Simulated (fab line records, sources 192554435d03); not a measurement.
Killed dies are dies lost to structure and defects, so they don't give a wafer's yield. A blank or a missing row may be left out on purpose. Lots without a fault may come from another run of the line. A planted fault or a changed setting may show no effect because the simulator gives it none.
One fault seen from 2 desks | flow n5_finfet | each desk has only its own numbers; what lay behind them comes last

THE TOOL OWNER'S DESK: krf_scanner-02
The tool's own readings at N5_WELL_APT_EXPOSE_05 (exposes mask NWELL, defocus 0 nm, target cd 200 nm): means of the sampled wafers that have a number, for each lot that ran on this tool. A lot is out of limits, marked OUT, if its mean lies more than 4 standard deviations from the usual mean; the brackets give that distance.
Columns: A = exposure_dose_mJ_cm2 at N5_WELL_APT_EXPOSE_05, usual 20.285
lot  | first seen here | A
L929 | day 1 13:34     | 20.296
L936 | day 3 07:23     | 20.273
L939 | day 4 01:23     | 20.282
L952 | day 7 07:34     | 20.275
This desk's finding: nothing out of limits on any of the 4 lots.

THE METROLOGY DESK
What the gauges read, lot by lot, whatever tool the lot ran on: means of the sampled wafers that have a number. A lot is out of limits, marked OUT, if its mean lies more than 4 standard deviations from the usual mean; the brackets give that distance.
Columns: A = cd_nm at N5_WELL_APT_CD_MEAS_08, usual 200.1 nm; B = cd_nm at N5_WELL_APT_CD_MEAS_25, usual 200.8 nm; C = PWELL_OVL at N5_WELL_APT_OVL_MEAS_26, usual 1 nm
lot  | first seen here | A     | B     | C
L929 | day 1 13:44     | 201.0 | 200.7 | -3
L931 | day 2 01:42     | 200.4 | 199.5 | 2
L936 | day 3 07:34     | 200.6 | 202.1 | 0
L939 | day 4 01:34     | 195.0 | 201.7 | 0
L942 | day 4 19:49     | 198.5 | 201.9 | -2
L945 | day 5 13:49     | 201.0 | 200.6 | 3
L950 | day 6 19:50     | 198.7 | 199.9 | -4
L951 | day 7 01:34     | 201.0 | 203.9 | 4
L952 | day 7 07:44     | 199.0 | 200.4 | -6
This desk's finding: nothing out of limits on any of the 9 lots.

PUT TOGETHER
The tool owner's desk saw nothing out of limits.
The metrology desk saw nothing out of limits.

WHAT THE SIMULATOR HAD PUT IN
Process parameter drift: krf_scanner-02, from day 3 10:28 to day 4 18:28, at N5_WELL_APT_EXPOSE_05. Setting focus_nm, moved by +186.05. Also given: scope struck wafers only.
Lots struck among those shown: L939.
